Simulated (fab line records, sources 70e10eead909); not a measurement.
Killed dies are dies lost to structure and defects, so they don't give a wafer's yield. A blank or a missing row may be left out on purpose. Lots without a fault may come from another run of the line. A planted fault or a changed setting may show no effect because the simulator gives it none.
One fault seen from 2 desks | flow nand_harc | each desk has only its own numbers; what lay behind them comes last

THE TOOL OWNER'S DESK: rie_diel-02
The tool's own readings at NHARC_P_GATE_ETCH_114 (etches the open film in CF4/O2, target depth 30 nm, overetch 3 nm, time 16.5 s): means of the sampled wafers that have a number, for each lot that ran on this tool. A lot is out of limits, marked OUT, if its mean lies more than 4 standard deviations from the usual mean; the brackets give that distance.
Columns: A = cf4_flow_sccm at NHARC_P_GATE_ETCH_114, usual 79.98 sccm; B = chamber_pressure_mTorr at NHARC_P_GATE_ETCH_114, usual 30.000 mTorr; C = drypump_motor_current_A at NHARC_P_GATE_ETCH_114, usual 5.5 A; D = oes_product_au at NHARC_P_GATE_ETCH_114, usual 0.997 a.u.; E = rf_vpp_V at NHARC_P_GATE_ETCH_114, usual 198.1 V; F = showerhead_plenum_p_Torr at NHARC_P_GATE_ETCH_114, usual 1.35 Torr; G = throttle_valve_pct at NHARC_P_GATE_ETCH_114, usual 13.398 %
lot  | first seen here | A     | B      | C   | D     | E     | F    | G
L391 | day 5 18:00     | 80.23 | 30.006 | 5.6 | 0.990 | 197.6 | 1.31 | 13.402
L396 | day 8 02:00     | 80.12 | 29.993 | 5.4 | 0.995 | 197.2 | 1.34 | 13.395
L401 | day 9 23:00     | 80.23 | 29.967 | 5.5 | 0.989 | 198.7 | 1.38 | 13.398
L407 | day 12 22:00    | 79.94 | 29.997 | 5.3 | 1.009 | 196.5 | 1.30 | 13.402
L409 | day 13 04:00    | 79.97 | 29.975 | 5.5 | 0.977 | 198.4 | 1.34 | 13.402
This desk's finding: nothing out of limits on any of the 5 lots.

THE METROLOGY DESK
What the gauges read, lot by lot, whatever tool the lot ran on: means of the sampled wafers that have a number. A lot is out of limits, marked OUT, if its mean lies more than 4 standard deviations from the usual mean; the brackets give that distance.
Columns: A = overlay_x_nm at NHARC_P_GATE_OVL_MEAS_27, usual 0.1 nm; B = overlay_y_nm at NHARC_P_GATE_OVL_MEAS_27, usual 0.2 nm
lot  | first seen here | A    | B
L389 | day 4 23:23     | -0.2 | -0.1
L390 | day 5 15:26     | -0.6 | 0.4
L391 | day 5 18:25     | 0.8  | -0.9
L392 | day 6 10:20     | 1.0  | -0.3
L394 | day 7 08:21     | -1.5 | 0.4
L396 | day 8 01:31     | 0.4  | 1.6
L398 | day 8 23:19     | 0.4  | 0.0
L400 | day 9 17:31     | 0.5  | 0.1
L401 | day 9 23:14     | 0.2  | -0.0
L407 | day 12 22:04    | -0.2 | -0.2
L409 | day 13 03:32    | 0.5  | -0.1
L408 | day 13 03:46    | 0.1  | 0.0
L412 | day 14 07:53    | -0.7 | -1.3
This desk's finding: nothing out of limits on any of the 13 lots.

PUT TOGETHER
The tool owner's desk saw nothing out of limits.
The metrology desk saw nothing out of limits.

WHAT THE SIMULATOR HAD PUT IN
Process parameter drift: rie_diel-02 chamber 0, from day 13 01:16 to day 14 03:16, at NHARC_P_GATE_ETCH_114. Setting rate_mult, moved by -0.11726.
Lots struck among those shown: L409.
